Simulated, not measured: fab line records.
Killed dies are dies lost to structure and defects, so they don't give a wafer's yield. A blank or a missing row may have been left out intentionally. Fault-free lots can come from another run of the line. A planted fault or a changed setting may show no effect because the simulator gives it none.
Matching of chambers    flow n5Finfet    N5_BEOL_M12_ETCH_67 on rieDiel-03: 4 sister chambers
The step etches SiARC in CF4, target depth 143 nm, time 238.3 s. 8 wafers are shown with their chamber, then 9 later ones without.

WAFERS WITH THEIR CHAMBER
wafer   chamber  showerheadPlenumPTorr (Torr)  throttleValvePct (%)
L079.6  3        2.09                          15.43
L082.3  0        2.27                          15.56
L082.4  3        2.09                          15.45
L085.2  0        2.26                          15.58
L085.5  1        2.06                          15.78
L087.2  1        2.06                          15.82
L087.4  2        2.07                          15.66
L087.6  2        2.07                          15.66

WAFERS WITHOUT THEIR CHAMBER
wafer   showerheadPlenumPTorr (Torr)  throttleValvePct (%)
L090.1  2.08                          15.45
L090.2  2.26                          15.60
L090.4  2.07                          15.67
L092.2  2.26                          15.58
L092.3  2.08                          15.48
L092.5  2.26                          15.60
L096.1  2.25                          15.62
L096.2  2.08                          15.49
L096.6  2.06                          15.84

EACH ONE'S CHAMBER
wafer   from the rows above  in truth
L090.1  3                    3
L090.2  0                    0
L090.4  2                    2
L092.2  0                    0
L092.3  3                    3
L092.5  0                    0
L096.1  0                    0
L096.2  3                    3
L096.6  1                    1
Placed correctly: 9 of 9. Not placeable from these rows: 0. Number placed wrongly: 0.
How it was worked out, from the rows above alone: a wafer's distance from a chamber is the root of the sum, over the readings, of the square of ((its reading less the chamber's mean) divided by the reading's scatter). The wafer belongs to the nearest chamber; if the next one is less than 2 further off, it can't be placed. A chamber's mean is the mean of its shown wafers. The scatter is the square root of a quotient: the sum, over the shown wafers, of each reading's squared deviation from its chamber's mean, divided by wafers minus chambers.
